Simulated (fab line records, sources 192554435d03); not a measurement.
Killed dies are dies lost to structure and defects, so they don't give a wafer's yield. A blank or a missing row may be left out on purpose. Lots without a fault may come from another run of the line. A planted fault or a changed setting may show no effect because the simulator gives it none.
A struck lot beside a sound one | flow n5_finfet | 37 steps out of a route of 1938
Sound: wafers L188.1, L188.2, L188.3. Struck: wafers L196.2, L196.3, L196.6. The cause comes at the end.
At each step with rows: each side's tool, then ch and its chambers, then its first start. Under that, the readings that differ: sound wafers | struck wafers | difference of the means | sigmas: that difference in standard deviations of wafers without a fault.
alike: readings whose means differ by less than 2 such deviations, and words and numbers that are the same on both sides. not compared: withheld readings, readings that some wafer has no value for, bounds like >300 that may hide the same value, and numbers for which the record gives no deviation and whose values overlap.
The two part at a step that has a row with sigmas, a row that says differs or no value, or rows on one side only. Numbers that don't overlap but have no deviation are shown without sigmas and don't part them. A reading that every wafer of one side lacks parts them only if that side has two wafers or more.

first, 9 steps without rows for these wafers: N5_BEOL_M6_COAT_64 (time 60 s, resist thk 12 nm); N5_BEOL_M6_COAT_71 (time 60 s, resist thk 5 nm); N5_BEOL_M6_COAT_22 (resist thk 30 nm); N5_BEOL_M6_EBR_24; N5_BEOL_M6_SOFTBAKE_23 (time 60 s); N5_BEOL_M6_EXPOSE_25 (exposes mask V5, target cd 40 nm); N5_BEOL_M6_PEB_26 (peb time 60 s); N5_BEOL_M6_DEVELOP_27 (develop time 30 s); N5_BEOL_M6_DESCUM_33 (chemistry O2, time 7 s).
N5_BEOL_M6_ETCH_72: etches underlayer in N2/H2, target depth 6.5 nm, time 5.2 s.
  sound on rie_diel-03 ch 0,2,3, day 9 19:55; struck on rie_diel-05 ch 1,2, day 13 03:43
  alike: drypump_motor_current_A, etch_rf_on_time_s, oes_product_au, rf_vpp_V, showerhead_plenum_p_Torr, throttle_valve_pct
  not compared: rf_hours_counter_h
then, 26 steps without rows for these wafers: N5_BEOL_M6_ETCH_65 (etches SiARC in CF4, target depth 15.6 nm, time 26 s); N5_BEOL_M6_ETCH_66 (etches SOC in N2/H2, target depth 80 nm, overetch 16 nm, time 120 s); N5_BEOL_M6_STRIP_69 (strips in N2/H2); N5_BEOL_M6_STRIP_73 (strips in N2/H2); N5_BEOL_M6_VIA_ETCH_34 (etches SiCOH lowk in C4F6/O2, target depth 126.3 nm, time 50.9 s); N5_BEOL_M6_STRIP_76 (strips in C4F6/O2); N5_BEOL_M6_STRIP_36 (strips in N2/H2); N5_BEOL_M6_TRENCH_ETCH_37 (etches SiCOH lowk in C4F6/O2, target depth 94.435 nm, time 31.5 s); N5_BEOL_M6_ETCH_41 (etches SiCN in CH3F/O2, target depth 29.7 nm, time 52 s); N5_BEOL_M6_STRIP_80 (strips in N2/H2, time 10 s); N5_BEOL_M6_HM_STRIP_39 (strips TiN in peroxide tin strip, target depth 25 nm, time 158 s); N5_BEOL_M6_SRD_40 (time 30 s); N5_BEOL_M6_PRECLEAN_42 (cleans in residue remover, time 60 s); N5_BEOL_M6_SRD_43 (time 30 s); N5_BEOL_M6_CURE_75 (cures SiCOH lowk, time 120 s); N5_BEOL_M6_DEGAS_44 (time 60 s); N5_BEOL_M6_PRE_CLEAN_45 (time 30 s); N5_BEOL_M6_ALD_77 (deposits TaN, target thk 2 nm, pulse time 2 s, purge time 3 s); N5_BEOL_M6_SURFACE_TREAT_79; N5_BEOL_M6_CVD_78 (deposits Co from CCTBA/H2, target thk 2 nm, time 142.3 s); N5_BEOL_M6_SPUTTER_48 (material Cu, target thk 10 nm, time 1.667 s); N5_BEOL_M6_ECD_50 (material Cu, target thk 300 nm); N5_BEOL_M6_ANNEAL_51 (time 90 s); N5_BEOL_M6_CMP_52 (polishes, stops on SiCOH lowk, t overpolish 6.9 s, target thk 80 nm); N5_BEOL_M6_PRE_CLEAN_55 (time 15 s); N5_BEOL_M6_DEP_56 (deposits SiCN from 3MS/NH3, target thk 10 nm, time 17.5 s).
-- the record jumps here: 3 days lie between the struck wafers' starts before and after (it left off in module BEOL_M6 and takes up again in module PASSIVATION, whose first step shown is number 1936 of the route) --
N5_PASSIVATION_PROBE_49:
  the record has rows for the struck wafers here (prober-01, day 16 09:26) and none for the sound ones

WHERE THEY PART
Only at N5_PASSIVATION_PROBE_49, within this record.

WHY: what the simulator had put in
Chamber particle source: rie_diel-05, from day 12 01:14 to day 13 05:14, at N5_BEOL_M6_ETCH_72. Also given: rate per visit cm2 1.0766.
